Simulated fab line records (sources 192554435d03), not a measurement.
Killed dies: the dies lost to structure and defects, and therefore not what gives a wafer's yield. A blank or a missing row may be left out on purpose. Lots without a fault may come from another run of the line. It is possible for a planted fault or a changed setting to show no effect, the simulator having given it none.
fab line records	flow n5Finfet
[record] lots = 7	wafers = 21	lastDay = 19
route steps=1938 shown BEOL_M4@1083 PASSIVATION@1936
lots untouched by any fault: they come from a run of this same line in which no faults occurred
startH: start of the lot's first displayed wafer, in hours after the record's first day	waitH: hours since the lot's step before	" the same as in the row above	L1.1+2: one row covering several wafers at once	- value missing, or start not given	* or withheld: withheld	< > ~ a bound
route shown NAME@n: names a module that has steps shown in the file, with the first one's number in the route	usual: mean/standard deviation taken from wafers without a fault	same: alike in all rows	chamber/n: place in a boat	sites: each site's reading	_std_site: the values' standard deviation	_edge_site: outer sites' mean less inner sites'	radiusMm: how far each site lies from the wafer's centre	mask NAME#n: copy n	behind: the most recent tool/chamber to have shaped the wafer	hold: what put the lot on hold/how long, in hours/how the hold closed	device: which transistor (n, p or np) failed to switch	end of line: at the end of the route, the tests of the same wafers	a step without rows: its recipe alone	killed: count of dies lost to structure and defects at first sort (not the wafer's yield)	map: dies across one wafer; x = killed, . = not, _ = none there
set.NAME: the run value of the setting; set.NAME@STEP: its run value at that earlier step	model.NAME: the simulator's own value behind a step, which no gauge read
certain route steps with their lots: each step a table, each wafer a row
services: the hour from which a tool's chamber was out of use, counted from the record's first day as startH (under 0 if before that day), plus the number of hours and why
[[steps]]
[step N5_BEOL_M4_CVD_47]
[recipe] material = Co	targetThkA = 30	tempC = withheld	precursor = CCTBA/H2	pressureTorr = 30	timeS = 223.8
[step N5_BEOL_M4_SPUTTER_48]
[recipe] material = Cu	targetThkA = 45	tempC = -20	chamberPressurePa = 0.07	powerW = withheld	timeS = 8.29
[step N5_BEOL_M4_ANNEAL_49]
[recipe] tempC = 400	timeS = 240	ambient = vacuum
[step N5_BEOL_M4_SPUTTER_79]
[recipe] material = Cu	targetThkA = 45	tempC = -20	chamberPressurePa = 0.07	powerW = withheld	timeS = 8.29
[step N5_BEOL_M4_ANNEAL_80]
[recipe] tempC = 400	timeS = 240	ambient = vacuum
[step N5_BEOL_M4_SPUTTER_81]
[recipe] material = Cu	targetThkA = 45	tempC = -20	chamberPressurePa = 0.07	powerW = withheld	timeS = 8.29
[step N5_BEOL_M4_ANNEAL_82]
[recipe] tempC = 400	timeS = 240	ambient = vacuum
[usual] heaterPowerW = 822/83	susceptorTempC = 399.99/0.22
lot.wafer	tool	chamber	startH	waitH	heaterPowerW	susceptorTempC
L735.3	pvdSputter-03	-	195.11	0.0	673	399.93
L735.5	"	-	"	"	814	400.25
L735.6	"	-	"	"	863	400.16
L744.1	pvdSputter-03	-	259.40	0.0	835	399.86
L744.2	"	-	"	"	738	399.99
L744.5	"	-	"	"	819	400.18
L748.1	pvdSputter-03	-	282.47	0.0	836	399.75
L748.2	"	-	"	"	810	400.19
L748.3	"	-	"	"	665	400.17
L749.2	pvdSputter-02	-	291.10	0.0	814	400.02
L749.5	"	-	"	"	783	400.05
L749.6	"	-	"	"	985	400.10
L750.3	pvdSputter-03	-	291.58	0.0	711	399.50
L750.4	"	-	"	"	648	400.02
L750.6	"	-	"	"	843	400.11
L753.1	pvdSputter-02	-	311.91	0.0	808	400.41
L753.2	"	-	"	"	841	399.69
L753.4	"	-	"	"	976	399.97
L754.1	pvdSputter-01	-	313.69	0.0	739	399.76
L754.4	"	-	"	"	890	400.08
L754.6	"	-	"	"	827	399.90
[step N5_BEOL_M4_SPUTTER_86]
[recipe] material = Cu	targetThkA = 45	tempC = -20	chamberPressurePa = 0.07	powerW = withheld	timeS = 8.29
[step N5_BEOL_M4_ANNEAL_87]
[recipe] tempC = 400	timeS = 240	ambient = vacuum
[usual] heaterPowerW = 822/84	susceptorTempC = 400.01/0.22
lot.wafer	tool	chamber	startH	waitH	heaterPowerW	susceptorTempC
L735.3	pvdSputter-03	-	195.33	0.0	645	399.95
L735.5	"	-	"	"	837	399.74
L735.6	"	-	"	"	870	399.91
L744.1	pvdSputter-03	-	259.62	0.0	831	399.79
L744.2	"	-	"	"	748	400.23
L744.5	"	-	"	"	833	400.00
L748.1	pvdSputter-03	-	282.69	0.0	847	400.27
L748.2	"	-	"	"	837	400.09
L748.3	"	-	"	"	652	399.84
L749.2	pvdSputter-02	-	291.32	0.0	807	399.72
L749.5	"	-	"	"	788	399.76
L749.6	"	-	"	"	987	399.96
L750.3	pvdSputter-03	-	291.80	0.0	734	400.08
L750.4	"	-	"	"	644	400.41
L750.6	"	-	"	"	809	399.70
L753.1	pvdSputter-02	-	312.14	0.0	819	400.03
L753.2	"	-	"	"	848	399.95
L753.4	"	-	"	"	988	400.22
L754.1	pvdSputter-01	-	313.91	0.0	766	399.94
L754.4	"	-	"	"	891	399.83
L754.6	"	-	"	"	839	400.11
[step N5_BEOL_M4_SPUTTER_88]
[recipe] material = Cu	targetThkA = 45	tempC = -20	chamberPressurePa = 0.07	powerW = withheld	timeS = 8.29
[step N5_BEOL_M4_ANNEAL_89]
[recipe] tempC = 400	timeS = 240	ambient = vacuum
[usual] heaterPowerW = 823/83	susceptorTempC = 399.97/0.2
lot.wafer	tool	chamber	startH	waitH	heaterPowerW	susceptorTempC
L735.3	pvdSputter-03	-	195.55	0.0	661	399.84
L735.5	"	-	"	"	835	399.94
L735.6	"	-	"	"	868	400.39
L744.1	pvdSputter-03	-	259.84	0.0	868	399.66
L744.2	"	-	"	"	762	400.09
L744.5	"	-	"	"	839	399.85
L748.1	pvdSputter-03	-	282.91	0.0	847	399.94
L748.2	"	-	"	"	804	400.01
L748.3	"	-	"	"	659	400.12
L749.2	pvdSputter-02	-	291.54	0.0	792	400.08
L749.5	"	-	"	"	810	400.02
L749.6	"	-	"	"	988	399.87
L750.3	pvdSputter-03	-	292.02	0.0	748	399.83
L750.4	"	-	"	"	673	399.98
L750.6	"	-	"	"	829	400.09
L753.1	pvdSputter-02	-	312.38	0.0	769	400.64
L753.2	"	-	"	"	841	399.89
L753.4	"	-	"	"	984	399.89
L754.1	pvdSputter-01	-	314.13	0.0	763	399.84
L754.4	"	-	"	"	911	399.73
L754.6	"	-	"	"	826	399.83
[step N5_BEOL_M4_SPUTTER_90]
[recipe] material = Cu	targetThkA = 45	tempC = -20	chamberPressurePa = 0.07	powerW = withheld	timeS = 8.29
[usual] throttleValvePct = 30.1/0.86
lot.wafer	tool	chamber	startH	waitH	throttleValvePct
L735.3	pvdSputter-03	-	195.69	0.1	30.2
L735.5	"	-	"	"	30.3
L735.6	"	-	"	"	31.0
L744.1	pvdSputter-03	-	259.98	0.1	30.4
L744.2	"	-	"	"	30.5
L744.5	"	-	"	"	30.3
L748.1	pvdSputter-03	-	283.05	0.1	30.8
L748.2	"	-	"	"	30.2
L748.3	"	-	"	"	30.2
L749.2	pvdSputter-02	-	291.68	0.1	29.8
L749.5	"	-	"	"	29.9
L749.6	"	-	"	"	28.1
L750.3	pvdSputter-03	-	292.16	0.1	30.1
L750.4	"	-	"	"	30.2
L750.6	"	-	"	"	30.3
L753.1	pvdSputter-02	-	312.53	0.1	29.9
L753.2	"	-	"	"	31.2
L753.4	"	-	"	"	28.2
L754.1	pvdSputter-01	-	314.27	0.1	28.1
L754.4	"	-	"	"	31.0
L754.6	"	-	"	"	30.6
[step N5_BEOL_M4_ANNEAL_91]
[recipe] tempC = 400	timeS = 240	ambient = vacuum
[usual] heaterPowerW = 822/84	susceptorTempC = 399.97/0.22
lot.wafer	tool	chamber	startH	waitH	heaterPowerW	susceptorTempC
L735.3	pvdSputter-03	-	195.77	0.0	663	400.33
L735.5	"	-	"	"	841	399.88
L735.6	"	-	"	"	869	399.87
L744.1	pvdSputter-03	-	260.06	0.0	819	400.28
L744.2	"	-	"	"	735	400.09
L744.5	"	-	"	"	821	400.21
L748.1	pvdSputter-03	-	283.13	0.0	-	-
L748.2	"	-	"	"	-	-
L748.3	"	-	"	"	-	-
L749.2	pvdSputter-02	-	291.76	0.0	-	-
L749.5	"	-	"	"	-	-
L749.6	"	-	"	"	-	-
L750.3	pvdSputter-03	-	292.24	0.0	-	-
L750.4	"	-	"	"	-	-
L750.6	"	-	"	"	-	-
L753.1	pvdSputter-02	-	312.62	0.0	816	399.63
L753.2	"	-	"	"	849	399.72
L753.4	"	-	"	"	980	400.02
L754.1	pvdSputter-01	-	314.35	0.0	772	400.22
L754.4	"	-	"	"	874	399.88
L754.6	"	-	"	"	810	399.92
[step N5_BEOL_M4_SPUTTER_92]
[recipe] material = Cu	targetThkA = 45	tempC = -20	chamberPressurePa = 0.07	powerW = withheld	timeS = 8.29
[usual] throttleValvePct = 30.1/0.88
lot.wafer	tool	chamber	startH	waitH	throttleValvePct
L735.3	pvdSputter-03	-	195.91	0.1	30.2
L735.5	"	-	"	"	30.0
L735.6	"	-	"	"	31.0
L744.1	pvdSputter-03	-	260.20	0.1	30.4
L744.2	"	-	"	"	30.5
L744.5	"	-	"	"	30.2
L748.1	pvdSputter-03	-	283.27	0.1	30.9
L748.2	"	-	"	"	30.4
L748.3	"	-	"	"	30.2
L749.2	pvdSputter-02	-	291.90	0.1	30.0
L749.5	"	-	"	"	29.7
L749.6	"	-	"	"	28.2
L750.3	pvdSputter-03	-	292.38	0.1	30.5
L750.4	"	-	"	"	30.1
L750.6	"	-	"	"	30.3
L753.1	pvdSputter-02	-	312.77	0.1	29.7
L753.2	"	-	"	"	31.2
L753.4	"	-	"	"	28.3
L754.1	pvdSputter-01	-	314.49	0.1	28.3
L754.4	"	-	"	"	31.3
L754.6	"	-	"	"	30.4
[step N5_BEOL_M4_RC_MEAS_101]
[usual] DIBL_N = 35.8/2.2	DIBL_P = 35.3/2.7	IOFF_N = 0.16/0.043	IOFF_P = 0.21/0.043	ION_N = 676/15	ION_P = 463/9.1	SS_N = 71.4/0.77	SS_P = 73.0/0.79	VT_N = 250/4	VT_P = -249.8/2.8
lot.wafer	tool	chamber	startH	waitH	DIBL_N[mV/V]	DIBL_P[mV/V]	IOFF_N[nA/um]	IOFF_P[nA/um]	ION_N[uA/um]	ION_P[uA/um]	SS_N[mV/dec]	SS_P[mV/dec]	VT_N[mV]	VT_P[mV]
L735.3	prober-02	0	197.78	0.3	33.4	31.6	0.11	0.14	666	456	70.6	72.0	255	-251.3
L735.5	"	0	"	"	34.5	35.1	0.13	0.19	653	443	71.1	73.4	252	-252.3
L735.6	"	0	"	"	34.4	32.8	0.12	0.15	675	461	70.8	72.5	256	-252.9
L744.1	prober-01	0	262.35	0.0	37.3	36.7	0.20	0.25	697	471	71.7	73.8	246	-248.5
L744.2	"	0	"	"	40.0	38.6	0.24	0.28	671	456	73.6	74.4	248	-246.2
L744.5	"	0	"	"	41.0	42.9	0.32	0.38	720	480	73.0	74.9	239	-241.7
L748.1	prober-02	0	284.81	0.0	41.8	40.8	0.27	0.31	703	483	72.8	74.1	242	-244.3
L748.2	"	0	"	"	32.8	30.6	0.09	0.14	654	451	71.2	71.0	261	-254.0
L748.3	"	0	"	"	33.3	32.2	0.09	0.16	625	440	71.4	72.7	261	-253.7
L749.2	prober-02	0	293.61	0.2	37.6	36.9	0.19	0.23	654	448	72.2	73.8	250	-248.7
L749.5	"	0	"	"	36.1	36.1	0.15	0.21	677	470	71.7	73.2	250	-247.8
L749.6	"	0	"	"	34.4	34.3	0.13	0.19	675	472	70.7	73.2	252	-249.5
L750.3	prober-01	0	294.46	0.3	35.7	35.3	0.15	0.19	662	453	72.0	73.1	249	-250.8
L750.4	"	0	"	"	41.0	42.9	0.29	0.33	709	482	73.2	75.2	240	-245.0
L750.6	"	0	"	"	36.2	37.7	0.17	0.23	698	475	71.3	73.4	249	-249.8
L753.1	prober-01	0	314.37	0.0	35.4	33.4	0.14	0.20	679	467	71.3	72.6	249	-249.0
L753.2	"	0	"	"	37.6	35.1	0.19	0.23	694	465	71.8	73.4	246	-247.3
L753.4	"	0	"	"	36.2	32.8	0.15	0.18	678	464	70.8	73.1	251	-250.0
L754.1	prober-02	0	316.80	0.0	35.9	36.2	0.16	0.21	684	462	71.9	72.7	248	-250.6
L754.4	"	0	"	"	34.8	34.7	0.15	0.19	682	459	71.6	72.8	249	-249.9
L754.6	"	0	"	"	30.6	30.2	0.09	0.13	650	448	70.5	70.8	256	-255.2
[step N5_PASSIVATION_PROBE_49]
[usual] defectLimitedYield = 91.1/1.4	killed_at_M0_to_M3 = 34/11	killed_at_M4_up = 14/5.6	killedAtContacts = 13/5.9	killedAtFrontEnd = 40/11	killedAtOther = 4/3.1	killedDies = 105/16	killedOpen = 68/11	killedShort = 34/8.4	sort_bin_4_leakage = 0.01/0.11	sort_bin_5_function = 5.2/0.86	sort_bin_6_memory = 3.2/0.7	sort_bin_8_speed = 0.1/1.1	sortNPass = 1074/21	sortYieldPct = 91.0/1.8
[same] grossDies = 1180	killedAtBackSide = 0
lot.wafer	tool	chamber	startH	waitH	defectLimitedYield[%]	killed_at_M0_to_M3	killed_at_M4_up	killedAtContacts	killedAtFrontEnd	killedAtOther	killedDies	killedOpen	killedShort	sort_bin_4_leakage[%]	sort_bin_5_function[%]	sort_bin_6_memory[%]	sort_bin_8_speed[%]	sortNPass	sortYieldPct[%]
L735.3	prober-02	-	299.62	0.1	93.8	25	3	12	30	3	73	49	24	0	3.2	2.6	0	1107	93.8
L735.5	prober-02	-	299.72	0.2	92.9	28	17	13	24	2	84	51	26	0	4.6	1.9	0.1	1095	92.8
L735.6	prober-02	-	299.77	0.3	93.3	30	11	10	26	2	79	51	19	0	3.5	2.5	0	1101	93.3
L748.2	prober-01	-	402.78	0.1	93.5	26	6	10	25	10	77	45	32	0	3.5	2.9	0	1103	93.5
L748.3	prober-01	-	402.83	0.1	91.6	33	16	5	38	7	99	64	35	0	5.3	2.9	13.3	924	78.3
L750.3	prober-02	-	412.88	0.1	90.6	51	9	22	29	0	111	82	29	0	5.8	3.3	0	1069	90.6
L754.1	prober-02	-	442.80	0.0	89.0	22	32	15	61	0	130	81	44	0	6.9	3.2	0	1050	89.0
L754.4	prober-02	-	442.95	0.2	90.4	23	23	13	53	1	113	72	40	0	6.0	3.4	0	1067	90.4
L754.6	prober-02	-	443.05	0.3	88.2	17	27	9	80	6	139	86	53	0	6.6	4.6	0	1041	88.2
// killed by level:class
L735.3 FIN_SAQP:geometricParticle:open=10 MOL_CONTACT_COAG:geometricParticle:open=8 BEOL_M3:geometricParticle:open=7 BEOL_M1:geometricParticle:open=5 FIN_SAQP:geometricParticle:short=4 MOL_CONTACT_COAG:geometricParticle:short=4 BEOL_M0:geometricParticle:short=3 BEOL_M0:geometricParticle:open=3
L735.5 MOL_CONTACT_COAG:geometricParticle:open=11 BEOL_M3:geometricParticle:open=9 GATE_CUT:geometricParticle:short=7 BEOL_M0_SAQP:geometricParticle:open=4 BEOL_M0:geometricParticle:open=4 BEOL_M2:geometricParticle:open=4 STI_FIN_REVEAL:geometricParticle:open=3 BEOL_M4:geometricParticle:short=3
L735.6 MOL_CONTACT_COAG:geometricParticle:open=9 BEOL_M2:geometricParticle:open=8 HKMG_FIN:areaEtch=8 STARTING-WAFER:geometricParticle:open=5 BEOL_M3:geometricParticle:open=4 FIN_SAQP:geometricParticle:open=3 BEOL_M0_SAQP:geometricParticle:short=3 BEOL_M0:geometricParticle:open=3
L748.2 BEOL_M0_SAQP:geometricParticle:short=9 MOL_CONTACT_COAG:geometricParticle:open=8 BEOL_M0_SAQP:geometricParticle:open=8 FIN_SAQP:geometricParticle:short=7 FIN_SAQP:geometricParticle:open=6 BEOL_M3:geometricParticle:open=5 MIM_TOP_ETCH:geometricParticle:short=4 DUMMY_GATE:geometricParticle:open=4
L748.3 FIN_SAQP:geometricParticle:short=16 BEOL_M0_SAQP:geometricParticle:open=9 BEOL_M1:geometricParticle:open=9 FIN_SAQP:geometricParticle:open=7 BEOL_M0_SAQP:geometricParticle:short=7 BEOL_M4:geometricParticle:open=6 BEOL_M7:geometricParticle:open=6 MOL_CONTACT_COAG:geometricParticle:open=5
L750.3 BEOL_M3:geometricParticle:open=17 MOL_CONTACT_COAG:geometricParticle:open=16 BEOL_M0_SAQP:geometricParticle:open=11 BEOL_M0_SAQP:geometricParticle:short=8 FIN_SAQP:geometricParticle:open=7 MOL_CONTACT_COAG:geometricParticle:short=6 BEOL_M1:geometricParticle:open=6 BEOL_M4:geometricParticle:open=6
L754.1 FIN_SAQP:geometricParticle:open=20 FIN_SAQP:geometricParticle:short=19 MOL_CONTACT_COAG:geometricParticle:open=12 BEOL_M4:geometricParticle:open=10 BEOL_M5:geometricParticle:open=9 STI_FIN_REVEAL:geometricParticle:open=8 BEOL_M1:geometricParticle:open=6 BEOL_M3:geometricParticle:open=6
L754.4 FIN_SAQP:geometricParticle:short=17 FIN_SAQP:geometricParticle:open=16 BEOL_M4:geometricParticle:open=15 BEOL_M2:geometricParticle:open=9 MOL_CONTACT_COAG:geometricParticle:open=8 GATE_CUT:geometricParticle:open=5 BEOL_M3:geometricParticle:open=5 BEOL_M4:geometricParticle:short=5
L754.6 FIN_SAQP:geometricParticle:open=19 STI_FIN_REVEAL:geometricParticle:open=19 FIN_SAQP:geometricParticle:short=17 BEOL_M4:geometricParticle:open=15 BEOL_M4:geometricParticle:short=8 MOL_CONTACT_COAG:geometricParticle:open=7 GATE_CUT:geometricParticle:short=7 STI_FIN_REVEAL:geometricParticle:short=5
[[services]]
tool	chamber	startH	hours	kind
pvdSputter-02	-	177.90	0.7	repair
[[key]]
[firstSign] step = N5_BEOL_M4_ANNEAL_91	reading = toolRecord	direction = missing
effect none on later readings
metAt N5_BEOL_M4_ANNEAL_91
struckWafers L748.1,L748.2,L748.3,L749.2,L749.5,L749.6,L750.3,L750.4,L750.6
onsetBetween 260.06 283.13
[fault] kind = skippedStepWhole	tool = pvdSputter-02,pvdSputter-03	chamber = -	onsetH = 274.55	steps = N5_BEOL_M4_ANNEAL_91	scope = struckLotsOnly
